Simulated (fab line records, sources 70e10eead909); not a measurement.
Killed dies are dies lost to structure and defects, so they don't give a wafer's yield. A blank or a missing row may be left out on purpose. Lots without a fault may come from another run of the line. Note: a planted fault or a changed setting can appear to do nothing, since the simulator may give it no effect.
Which tool was responsible? ; flow nand-harc ; 21 lots (63 wafers sampled), 1 step of a 1302-step route

WHAT THE GAUGES SHOWED, per wafer
NHARC_A_CHANNEL_FILL_D2_INSPECT_13.
lot;measured;on;raw-defect-count
L074;day 15 21:01;defect-inspect-01;382 361 330
L075;day 15 21:09;defect-inspect-01;307 361 416
L076;day 16 09:17;defect-inspect-01;462 490 326
L077;day 16 15:19;defect-inspect-02;235 287 579
L078;day 17 12:12;defect-inspect-02;343 515 604
L080;day 18 08:28;defect-inspect-01;264 536 316
L079;day 18 08:28;defect-inspect-02;492 551 675
L081;day 18 16:56;defect-inspect-02;315 386 617
L082;day 19 12:05;defect-inspect-01;252 280 230
L083;day 19 19:17;defect-inspect-02;689 485 388
L084;day 20 01:23;defect-inspect-01;405 286 380
L085;day 20 01:25;defect-inspect-02;315 449 318
L086;day 20 11:47;defect-inspect-01;215 223 322
L087;day 20 11:52;defect-inspect-02;240 241 274
L088;day 21 16:22;defect-inspect-01;799 778 546
L089;day 21 16:22;defect-inspect-02;468 413 552
L091;day 22 20:26;defect-inspect-01;304 212 238
L092;day 23 13:55;defect-inspect-02;294 339 440
L094;day 24 00:34;defect-inspect-02;563 656 354
L095;day 24 14:18;defect-inspect-02;465 246 320
L097;day 24 20:29;defect-inspect-02;291 410 369

WHICH TOOL RAN EACH LOT (tool, then ch and the chambers of the sampled wafers, then the start)
The record holds no process step before these readings.

WHAT THE TOOLS THEMSELVES READ (means of the sampled wafers that have a number; where no wafer has one, the mark that the record gives instead)
The record holds no such reading with a usual standard deviation.

THE ANSWER, worked out from the rows above alone
Rule: usual is defined by the lots themselves. The widest of any qualifying gaps counts: lots, ordered by their means at a reading, are off when they make up no more than a third of the lots, leave a main group of 4 or more, and stand apart from it by 3 or more times the standard deviation of that group's means. A main group whose means are all the same, to the digits that the tables above print for the reading, isn't used. Also off: a lot with no number at a reading for which 4 or more lots have one. All remaining lots with rows at the step are treated as sound. The gauges are gone through in route order, then the tools' own readings, and for those a lot's mean is taken as printed above. The first step at which some lot is off is used, and at that step the reading that is off furthest; a lot without a number counts as furthest.
Nothing can be told from this: no lot is off at any reading shown.

WHAT HAD BEEN PUT IN BY THE SIMULATOR
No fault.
